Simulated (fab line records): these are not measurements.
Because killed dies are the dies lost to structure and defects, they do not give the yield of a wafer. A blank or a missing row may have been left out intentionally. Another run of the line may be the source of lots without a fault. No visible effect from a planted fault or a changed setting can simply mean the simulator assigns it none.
Which of the tools did it? || flow nand harc || 6 lots with 18 wafers sampled at 5 steps, on a route of 1302 steps

WHAT EACH GAUGE READ, for each wafer
NHARC_END_SORT_01.
{"lot": "L105", "measured": "day 29 07:08", "on": "prober-01", "killed at array": "47 60 120"}

EACH LOT AND THE TOOL THAT RAN IT (in order: tool; ch and the chambers of the sampled wafers; start)
{"lot": "L995", "NHARC_A_STAIRCASE_DEP_301": "pecvd-03 ch 1,2, day 18 04:02", "NHARC_A_BONDPAD_DEGAS_25": "pvd sputter-01, day 24 04:01", "NHARC_HYBRID_BOND_ACTIVATE_00": "rie diel-10 ch 0,1,3, day 24 05:43", "NHARC_THIN_TSV_PRE_CLEAN_54": "pvd sputter-01, day 24 23:08"}
{"lot": "L998", "NHARC_A_STAIRCASE_DEP_301": "pecvd-03 ch 0,1, day 19 15:48", "NHARC_A_BONDPAD_DEGAS_25": "pvd sputter-01, day 25 17:22", "NHARC_HYBRID_BOND_ACTIVATE_00": "rie diel-10 ch 0,2,3, day 25 19:02", "NHARC_THIN_TSV_PRE_CLEAN_54": "pvd sputter-02, day 26 12:11"}
{"lot": "L105", "NHARC_A_STAIRCASE_DEP_301": "pecvd-04 ch 0,1,2, day 21 18:11", "NHARC_A_BONDPAD_DEGAS_25": "pvd sputter-03, day 27 23:09", "NHARC_HYBRID_BOND_ACTIVATE_00": "rie diel-10 ch 0,1,3, day 28 00:52", "NHARC_THIN_TSV_PRE_CLEAN_54": "pvd sputter-02, day 28 14:43"}
{"lot": "L107", "NHARC_A_STAIRCASE_DEP_301": "pecvd-02 ch 0,1,2, day 23 11:46", "NHARC_A_BONDPAD_DEGAS_25": "pvd sputter-03, day 29 20:28", "NHARC_HYBRID_BOND_ACTIVATE_00": "rie diel-10 ch 0,2,3, day 29 22:12", "NHARC_THIN_TSV_PRE_CLEAN_54": "pvd sputter-02, day 30 15:43"}
{"lot": "L109", "NHARC_A_STAIRCASE_DEP_301": "pecvd-03 ch 0,1,2, day 24 17:14", "NHARC_A_BONDPAD_DEGAS_25": "pvd sputter-03, day 30 18:40", "NHARC_HYBRID_BOND_ACTIVATE_00": "rie diel-10 ch 0,1,2, day 30 20:22", "NHARC_THIN_TSV_PRE_CLEAN_54": "pvd sputter-01, day 31 12:41"}
{"lot": "L112", "NHARC_A_STAIRCASE_DEP_301": "pecvd-03 ch 0,2, day 26 14:04", "NHARC_A_BONDPAD_DEGAS_25": "pvd sputter-02, day 32 21:12", "NHARC_HYBRID_BOND_ACTIVATE_00": "rie diel-10 ch 0,1, day 32 22:55", "NHARC_THIN_TSV_PRE_CLEAN_54": "pvd sputter-02, day 33 16:56"}
- NHARC_A_STAIRCASE_DEP_301: deposits SiON, target thk 30 nm.
- NHARC_A_BONDPAD_DEGAS_25: time 60 s.
- NHARC_HYBRID_BOND_ACTIVATE_00: chemistry N2, time 60 s.
- NHARC_THIN_TSV_PRE_CLEAN_54: time 30 s.

THE ANSWER, worked out from the rows above alone
Rule: what is usual is taken from the lots themselves. Put in order of their means at a reading, lots are off if they are a third of the lots or fewer, leave a main group of 4 or more, and stand apart from it by a gap of 3 or more times the standard deviation of the main group's means; of several such gaps the widest counts. A main group is skipped when, at the precision printed for the reading in the tables above, its means are all equal. A lot without any number at a reading at which 4 lots or more have one is off too. The other lots that the step has rows for count as sound.
Nothing can be told from this: no lot is off at any reading shown.

WHAT THE SIMULATOR PUT IN
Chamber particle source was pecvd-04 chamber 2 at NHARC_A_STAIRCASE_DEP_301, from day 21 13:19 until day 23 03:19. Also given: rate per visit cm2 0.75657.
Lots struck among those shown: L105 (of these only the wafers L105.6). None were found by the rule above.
